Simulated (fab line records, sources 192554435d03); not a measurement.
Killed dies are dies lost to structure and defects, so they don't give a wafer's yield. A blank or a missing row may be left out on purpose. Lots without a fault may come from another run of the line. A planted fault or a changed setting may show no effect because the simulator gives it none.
Chamber matching | flow n5_finfet | N5_FIN_CUT_ETCH_20 on rie_diel-02: 4 sister chambers
The step etches SiARC in CF4, target depth 26 nm, time 43.3 s. 4 wafers are shown with their chamber, then 11 later ones without.

WAFERS WITH THEIR CHAMBER
wafer  | chamber | drypump_motor_current_A (A)
L085.3 | 2       | 5.3
L087.2 | 1       | 6.6
L087.5 | 0       | 6.1
L089.2 | 3       | 5.2

WAFERS WITHOUT THEIR CHAMBER
wafer  | drypump_motor_current_A (A)
L089.3 | 5.2
L089.6 | 5.3
L090.3 | 6.6
L090.4 | 5.3
L090.5 | 5.3
L091.1 | 5.3
L091.2 | 6.5
L091.6 | 6.1
L097.2 | 6.5
L097.3 | 6.2
L097.6 | 6.1

WHICH CHAMBER EACH WENT THROUGH
wafer  | from the rows above     | in truth
L089.3 | can't be placed: 3 or 2 | 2
L089.6 | can't be placed: 2 or 3 | 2
L090.3 | 1                       | 1
L090.4 | can't be placed: 2 or 3 | 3
L090.5 | can't be placed: 2 or 3 | 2
L091.1 | can't be placed: 2 or 3 | 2
L091.2 | 1                       | 1
L091.6 | 0                       | 0
L097.2 | 1                       | 1
L097.3 | 0                       | 0
L097.6 | 0                       | 0
Placed correctly: 6 of 11. Can't be placed from these rows: 5 (the true chamber is among the candidates in 5). Placed wrongly: 0.
How it was worked out, from the rows above alone: a wafer's distance from a chamber is the root of the sum, over the readings, of the square of ((its reading less the chamber's mean) divided by the reading's scatter). The wafer belongs to the nearest chamber; if the next one is less than 2 further off, it can't be placed. A chamber's mean is the mean of its shown wafers. The scatter: with one shown wafer a chamber, the root of the mean of the squares of how far each hidden wafer lies from its nearest shown one.
